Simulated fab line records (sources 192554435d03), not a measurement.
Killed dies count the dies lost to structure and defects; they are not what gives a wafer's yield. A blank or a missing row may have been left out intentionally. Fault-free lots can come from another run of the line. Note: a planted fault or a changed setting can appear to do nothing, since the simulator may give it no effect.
Matching of chambers :: flow n5Finfet :: N5_STI_FIN_REVEAL_ALD_00 on aldSin-01: 4 sister chambers
The step deposits SiO2, target thk 1 nm, pulse time 1 s. 4 wafers are shown with their chamber, then 9 later ones without.

== WAFERS WITH THEIR CHAMBER ==
wafer: L082.1
chamber: 1
heaterPowerW (W): 496

wafer: L092.2
chamber: 0
heaterPowerW (W): 536

wafer: L092.4
chamber: 3
heaterPowerW (W): 451

wafer: L092.6
chamber: 2
heaterPowerW (W): 470

== WAFERS WITH NO CHAMBER GIVEN ==
wafer: L094.2
heaterPowerW (W): 552

wafer: L094.4
heaterPowerW (W): 514

wafer: L094.5
heaterPowerW (W): 507

wafer: L096.2
heaterPowerW (W): 450

wafer: L096.3
heaterPowerW (W): 473

wafer: L096.6
heaterPowerW (W): 503

wafer: L097.2
heaterPowerW (W): 445

wafer: L097.4
heaterPowerW (W): 464

wafer: L097.6
heaterPowerW (W): 442

== CHAMBER TAKEN BY EACH ==
wafer: L094.2
from the rows above: 0
in truth: 0

wafer: L094.4
from the rows above: can't be placed: 1 or 0
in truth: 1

wafer: L094.5
from the rows above: can't be placed: 1 or 0
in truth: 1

wafer: L096.2
from the rows above: can't be placed: 3 or 2
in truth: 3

wafer: L096.3
from the rows above: can't be placed: 2 or 3 or 1
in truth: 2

wafer: L096.6
from the rows above: 1
in truth: 1

wafer: L097.2
from the rows above: can't be placed: 3 or 2
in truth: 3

wafer: L097.4
from the rows above: can't be placed: 2 or 3
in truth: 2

wafer: L097.6
from the rows above: can't be placed: 3 or 2
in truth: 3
Placed correctly: 2 of 9. Can't be placed from these rows: 7 (the true chamber is among the candidates in 7). Wrongly placed: 0.
How it was worked out, from the rows above alone: a wafer's distance from a chamber is the root of the sum, over the readings, of the square of ((its reading less the chamber's mean) divided by the reading's scatter). The wafer belongs to the nearest chamber; if the next one is less than 2 further off, it can't be placed. Each chamber's mean is taken over the wafers shown for it. The scatter: with one shown wafer a chamber, the root of the mean of the squares of how far each hidden wafer lies from its nearest shown one.
